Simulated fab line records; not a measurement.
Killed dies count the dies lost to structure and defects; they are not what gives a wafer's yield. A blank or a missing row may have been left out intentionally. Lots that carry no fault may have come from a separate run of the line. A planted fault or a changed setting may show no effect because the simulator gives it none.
Split-lot study | flow n5Finfet | 21 wafers read from 7 lots, route of 1938 steps

ON THE SPLIT
At N5_GATE_CUT_DESCUM_18 (chemistry O2, time 7 s), the setting timeS was moved away from the recipe's 7 s on 6 of the 21 wafers read, by -16.2% to -9.3%. All remaining wafers had this setting at the recipe value.

The reading comes from the split's own step.

THE READING
CAR-EUV_of_GATE_CUT_COAT_07.thkNm (the simulator's own value, which no gauge read), in nm, at N5_GATE_CUT_DESCUM_18 (chemistry O2, time 7 s). There is no usual value for it anywhere in the file. Here, 15 wafers ran the recipe; their average is 26.0 nm with a standard deviation of 0.073 nm.

wafer  | tool, chamber at the split | timeS as run, s | against the recipe | CAR-EUV_of_GATE_CUT_COAT_07.thkNm, nm | against lot-mates on the recipe
L078.2 | rieDiel-01, 2,3            | 5.863           | -16.2%             | 26.4                                  | +0.4
L078.4 | rieDiel-01, 2,3            | 5.863           | -16.2%             | 26.4                                  | +0.4
L078.5 | rieDiel-01, 1              | 7               | recipe             | 26                                    | -
L080.1 | rieDiel-01, 2,0            | 7               | recipe             | 26                                    | -
L080.4 | rieDiel-01, 2,0            | 7               | recipe             | 26                                    | -
L080.6 | rieDiel-01, 3              | 6.346           | -9.3%              | 26.4                                  | +0.4
L083.2 | rieDiel-01, 3,1            | 7               | recipe             | 26                                    | -
L083.3 | rieDiel-01, 3,1            | 7               | recipe             | 26                                    | -
L083.6 | rieDiel-01, 0              | 7               | recipe             | 25.8                                  | -
L084.1 | rieDiel-01, 3              | 6.12            | -12.6%             | 26.6                                  | +0.6
L084.3 | rieDiel-01, 0,2            | 7               | recipe             | 26                                    | -
L084.4 | rieDiel-01, 0,2            | 7               | recipe             | 26                                    | -
L087.3 | rieDiel-06, 2,3            | 7               | recipe             | 26                                    | -
L087.4 | rieDiel-06, 2,3            | 7               | recipe             | 26                                    | -
L087.6 | rieDiel-06, 1              | 6.214           | -11.2%             | 26.4                                  | +0.4
L095.1 | rieDiel-01, 0              | 6.108           | -12.7%             | 26.4                                  | +0.3
L095.3 | rieDiel-01, 2              | 7               | recipe             | 26                                    | -
L095.6 | rieDiel-01, 2              | 7               | recipe             | 26.2                                  | -
L097.4 | rieDiel-03, 0,1,3          | 7               | recipe             | 26                                    | -
L097.5 | rieDiel-03, 0,1,3          | 7               | recipe             | 26                                    | -
L097.6 | rieDiel-03, 0,1,3          | 7               | recipe             | 26                                    | -
When a row names more than one chamber, that row covers several wafers, and the file does not tell which wafer ran in which chamber.

THE FIT
A straight line over all 21 wafers: CAR-EUV_of_GATE_CUT_COAT_07.thkNm changes by -0.0314 nm for each +1% of timeS; r = -0.91; the points scatter about the line by 0.091 nm.
The same after taking each lot's own level away (the mean of its wafers on the recipe; 21 wafers): -0.0302 nm for each +1%; r = -0.92; scatter 0.084 nm.
The reading moves by 0.49 nm for the largest change in timeS, on that fit.
Across the lots, their own levels run from 25.93 to 26.10 nm, a range of 2.3 times the standard deviation given above.
The two slopes are in agreement: the lot-to-lot level therefore moves the slope only a little.
Check: for one of the wafers moved furthest among these (-16.2%), held out of the fit, the line's prediction against its lot-mates is +0.53 nm. It came out at +0.4 nm against them.

OTHER SPLITS ON THESE WAFERS
Other splits were also applied to these wafers ahead of the reading. Each is held against what the fit with the lots' levels taken away leaves over:
other split on the same wafers    | wafers away from the commonest value | r with CAR-EUV_of_GATE_CUT_COAT_07.thkNm (lot level and that fit taken away)
N5_SDB_ETCH_17 biasW              | 9                                    | -0.16
N5_HKMG_FIN_NWFM_ALD_20 aldCycles | 4                                    | +0.01
N5_GATE_CUT_COAT_27 spinRpm       | 7                                    | +0.12

FILE'S OWN FIT
CAR-EUV_of_GATE_CUT_COAT_07.thkNm changes by -0.0327 nm for each +1% of timeS, r = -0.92.
